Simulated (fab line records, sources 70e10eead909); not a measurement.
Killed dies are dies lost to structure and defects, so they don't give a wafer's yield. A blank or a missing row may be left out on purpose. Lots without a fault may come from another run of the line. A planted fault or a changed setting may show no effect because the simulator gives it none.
A struck lot beside a sound one | flow nand_harc | 27 steps out of a route of 1302
Sound: wafers L837.2, L837.3, L837.6. Struck: wafers L833.1, L833.2, L833.5. The cause comes at the end.
At each step with rows: each side's tool, then ch and its chambers, then its first start. Under that, the readings that differ: sound wafers | struck wafers | difference of the means | sigmas: that difference in standard deviations of wafers without a fault.
alike: readings whose means differ by less than 2 such deviations, and words and numbers that are the same on both sides. not compared: withheld readings, readings that some wafer has no value for, bounds like >300 that may hide the same value, and numbers for which the record gives no deviation and whose values overlap.
The two part at a step that has a row with sigmas, a row that says differs or no value, or rows on one side only. Numbers that don't overlap but have no deviation are shown without sigmas and don't part them. A reading that every wafer of one side lacks parts them only if that side has two wafers or more.

first, 4 steps without rows for these wafers: NHARC_A_SGD_CUT_PRECLEAN_18 (cleans in SC1); NHARC_A_SGD_CUT_SRD_19; NHARC_A_SGD_CUT_DEP_20 (deposits SiO2, target thk 150 nm); NHARC_A_SGD_CUT_ANNEAL_27 (time 1800 s).
NHARC_A_SGD_CUT_CMP_21: polishes, target thk 148.19 nm.
  sound on cmp-04 ch 2,3, day 24 06:10; struck on cmp-03 ch 1,2, day 23 00:13
  reading                | sound          | struck         | difference | sigmas
  motor_current_A (A)    | 12.0 14.6 14.2 | 11.5 10.7 11.8 | -2.3       | -2
  time_to_endpoint_s (s) | 52 55 55       | 49 44 47       | -7         | -2
  alike: retaining_ring_pressure_frac
NHARC_A_SGD_CUT_THK_MEAS_22: measures by ellipsometry.
  sound on film_metro-01, day 24 06:23; struck on film_metro-02, day 23 00:28
  alike: thk_nm
then, 3 steps without rows for these wafers: NHARC_A_SGD_CUT_SRD_23; NHARC_A_SGD_CUT_ETCH_26 (etches SiO2 in dHF, target depth 45.8 nm); NHARC_A_SGD_CUT_ETCHBACK_24 (etches the open film in CH3F/O2, target depth 50 nm, time 92.857 s).
NHARC_A_SGD_CUT_STRIP_28: strips in O2, time 20 s.
  sound on rie_diel-12 ch 0,3; struck on rie_diel-04 ch 0,1
  alike: drypump_motor_current_A, oes_product_au, rf_vpp_V, showerhead_plenum_p_Torr, throttle_valve_pct
  not compared: rf_hours_counter_h
NHARC_A_SGD_CUT_INSPECT_25:
  sound on defect_inspect-01, day 24 06:51; struck on defect_inspect-02, day 23 00:56
  alike: raw_defect_count
NHARC_A_SLIT_DEP_25: deposits SiO2, target thk 200 nm.
  sound on pecvd-01 ch 0,1,2, day 24 06:58; struck on pecvd-03 ch 0,1,2, day 23 01:07
  alike: heater_power_w, throttle_valve_pct
NHARC_A_SLIT_DEP_00: deposits aC, target thk 6200 nm.
  sound on acl_dep-03 ch 0, day 24 10:21; struck on acl_dep-02 ch 0, day 23 02:38
  alike: throttle_valve_pct
NHARC_A_SLIT_DEP_23: deposits SiON, target thk 100 nm.
  sound on pecvd-04 ch 0,1, day 24 13:32; struck on pecvd-04 ch 1,2, day 23 06:30
  reading            | sound       | struck      | difference | sigmas
  heater_power_w (W) | 694 525 545 | 935 554 935 | +220       | +2
then, 8 steps without rows for these wafers: NHARC_A_SLIT_DEHYDRATE_01 (time 120 s); NHARC_A_SLIT_HMDS_02 (time 30 s); NHARC_A_SLIT_COAT_03 (resist thk 90 nm); NHARC_A_SLIT_SOFTBAKE_04 (time 55 s); NHARC_A_SLIT_EBR_05; NHARC_A_SLIT_EXPOSE_06 (exposes mask SLIT); NHARC_A_SLIT_PEB_07 (peb time 65 s); NHARC_A_SLIT_DEVELOP_08 (develop time 35 s).
NHARC_A_SLIT_CD_MEAS_09: target cd 300 nm.
  sound on cd_sem-02 ch 0, day 24 14:11; struck on cd_sem-03 ch 0, day 23 07:02
  alike: cd_nm
NHARC_A_SLIT_OVL_MEAS_10:
  sound on overlay-02, day 24 14:17; struck on overlay-02, day 23 07:07
  alike: overlay_x_nm, overlay_y_nm
NHARC_A_SLIT_INSPECT_11:
  sound on defect_inspect-01, day 24 14:19; struck on defect_inspect-02, day 23 07:19
  reading          | sound    | struck      | difference | sigmas
  raw_defect_count | 80 68 78 | 341 324 377 | +272       | +10
  not compared: hold
NHARC_A_SLIT_DESCUM_14: chemistry O2, time 3 s.
  sound on rie_diel-13 ch 1,3, day 24 14:23; struck on rie_diel-08 ch 0,1,2, day 23 13:59
  reading | sound | struck                                                                     | difference                   | sigmas
  hold    | - - - | await_dispo/6.6h/release await_dispo/6.6h/release await_dispo/6.6h/release | no value on the sound wafers |
  alike: drypump_motor_current_A, oes_product_au, rf_vpp_V, showerhead_plenum_p_Torr, throttle_valve_pct
  not compared: rf_hours_counter_h
-- the record jumps here: 6 days lie between the struck wafers' starts before and after (it left off in module A_SLIT and takes up again in module END, whose first step shown is number 1302 of the route) --
NHARC_END_SORT_01:
  the record has rows for the struck wafers here (prober-02 ch 0, day 29 03:39) and none for the sound ones

WHERE THEY PART
First at NHARC_A_SGD_CUT_CMP_21; last, within this record, at NHARC_END_SORT_01.

WHY: what the simulator had put in
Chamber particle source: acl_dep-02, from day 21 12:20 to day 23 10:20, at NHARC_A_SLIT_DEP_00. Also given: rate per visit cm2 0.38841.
